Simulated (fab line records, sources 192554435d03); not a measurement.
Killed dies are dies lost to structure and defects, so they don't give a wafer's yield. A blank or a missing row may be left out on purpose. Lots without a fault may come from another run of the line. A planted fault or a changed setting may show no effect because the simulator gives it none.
Chamber matching | flow n5_finfet | N5_BEOL_M3_ETCH_74 on rie_diel-03: 4 sister chambers
The step etches underlayer in N2/H2, target depth 6.5 nm, time 5.2 s. 4 wafers are shown with their chamber, then 9 later ones without.

WAFERS WITH THEIR CHAMBER
wafer  | chamber | drypump_motor_current_A (A)
L819.5 | 1       | 5.6
L820.5 | 0       | 5.8
L823.3 | 2       | 6.5
L823.4 | 3       | 5.5

WAFERS WITHOUT THEIR CHAMBER
wafer  | drypump_motor_current_A (A)
L826.1 | 6.6
L826.4 | 5.6
L826.6 | 5.5
L827.1 | 5.6
L827.4 | 6.6
L827.6 | 6.5
L828.2 | 5.5
L828.5 | 5.8
L828.6 | 5.5

WHICH CHAMBER EACH WENT THROUGH
wafer  | from the rows above | in truth
L826.1 | 2                   | 2
L826.4 | 1                   | 1
L826.6 | 3                   | 3
L827.1 | 1                   | 1
L827.4 | 2                   | 2
L827.6 | 2                   | 2
L828.2 | 3                   | 3
L828.5 | 0                   | 0
L828.6 | 3                   | 3
Placed correctly: 9 of 9. Can't be placed from these rows: 0. Placed wrongly: 0.
How it was worked out, from the rows above alone: a wafer's distance from a chamber is the root of the sum, over the readings, of the square of ((its reading less the chamber's mean) divided by the reading's scatter). The wafer belongs to the nearest chamber; if the next one is less than 2 further off, it can't be placed. A chamber's mean is the mean of its shown wafers. The scatter: with one shown wafer a chamber, the root of the mean of the squares of how far each hidden wafer lies from its nearest shown one.
